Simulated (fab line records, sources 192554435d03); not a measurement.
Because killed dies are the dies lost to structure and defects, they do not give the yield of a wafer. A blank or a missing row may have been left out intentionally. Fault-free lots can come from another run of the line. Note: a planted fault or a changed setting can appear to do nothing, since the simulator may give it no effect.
Split-lot study -- flow n5_finfet -- on a route of 1938 steps: 7 lots, 21 wafers read

## SPLIT DETAILS
At N5_MOL_CONTACT_COAG_ETCH_91 (etches SOC in N2/H2, target depth 60 nm, overetch 21 nm, time 101.2 s), the setting source_w was moved away from the recipe's 840 W on 8 of the 21 wafers read, by -10.4% to +16.2%. This setting was run at the recipe's value on the other wafers.

The reading is taken at the split's own step.

## THE READING
rf_vpp_V, in V, at N5_MOL_CONTACT_COAG_ETCH_91 (etches SOC in N2/H2, target depth 60 nm, overetch 21 nm, time 101.2 s). A value of 523.6 V with a standard deviation of 2.5 V is what fault-free wafers of this fab line usually give.

wafer,"tool, chamber at the split","source_w as run, W",against the recipe,"rf_vpp_V, V",against lot-mates on the recipe
L080.1,"rie_diel-01, 0",976.1,+16.2%,496.5,-24.0
L080.2,"rie_diel-01, 1",840,recipe,520.9,-
L080.6,"rie_diel-01, 2",840,recipe,520.0,-
L081.2,"rie_diel-01, 1",840,recipe,520.8,-
L081.5,"rie_diel-01, 0",798.9,-4.9%,530.7,+10.0
L081.6,"rie_diel-01, 1",840,recipe,520.6,-
L083.1,"rie_diel-04, 2",752.7,-10.4%,540.4,no lot-mate on the recipe
L083.2,"rie_diel-04, 0",752.7,-10.4%,547.2,no lot-mate on the recipe
L083.6,"rie_diel-04, 1",752.7,-10.4%,544.5,no lot-mate on the recipe
L087.2,"rie_diel-04, 2",840,recipe,521.1,-
L087.5,"rie_diel-04, 2",840,recipe,521.2,-
L087.6,"rie_diel-04, 1",840,recipe,522.8,-
L089.1,"rie_diel-04, 3",840,recipe,525.3,-
L089.3,"rie_diel-04, 2",840,recipe,521.5,-
L089.4,"rie_diel-04, 1",840,recipe,523.7,-
L092.1,"rie_diel-04, 3",917.5,+9.2%,510.4,-9.9
L092.3,"rie_diel-04, 1",917.5,+9.2%,509.1,-11.2
L092.5,"rie_diel-04, 2",840,recipe,520.3,-
L096.1,"rie_diel-03, 0",840,recipe,528.4,-
L096.3,"rie_diel-03, 2",840,recipe,524.4,-
L096.6,"rie_diel-03, 0",753.3,-10.3%,546.8,+20.4

FIT RESULTS
A straight line over all 21 wafers: rf_vpp_V changes by -1.81 V for each +1% of source_w; r = -0.97; the points scatter about the line by 3 V.
The same after taking each lot's own level away (the mean of its wafers on the recipe; 18 wafers): -1.52 V for each +1%; r = -0.98; scatter 1.9 V.
That fit puts the effect of the largest move of source_w on the reading at 25 V.
The span of the lots' own levels, 520.30 to 526.40 V, comes to 2.4 times the standard deviation stated above.
So the slope is not independent of the lot-to-lot level: the two fits are not the same.
Check: with one of the wafers moved furthest among these (+16.2%) left out of the fit, the line predicts -23.8 V for it against its lot-mates. It came out at -24 V against them.
Tool readings at the split's step, against how far the setting was moved: rf_vpp_V r = -0.97.

## THE OTHER SPLITS THESE WAFERS WENT THROUGH
Other splits were also applied to these wafers ahead of the reading. Each is held against what the fit with the lots' levels taken away leaves over:
other split on the same wafers,wafers away from the commonest value,r with rf_vpp_V (lot level and that fit taken away)
N5_HKMG_FIN_COAT_42 spin_rpm,8,+0.47
N5_HKMG_FIN_ETCH_55 time_s,9,-0.19
N5_GATE_CUT_ALD_22 ald_cycles,8,-0.20
N5_MOL_CONTACT_COAG_CONTACT_ETCH_14 source_w,6,+0.13

## FILE'S OWN FIT
rf_vpp_V changes by -1.56 V for each +1% of source_w, r = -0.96.
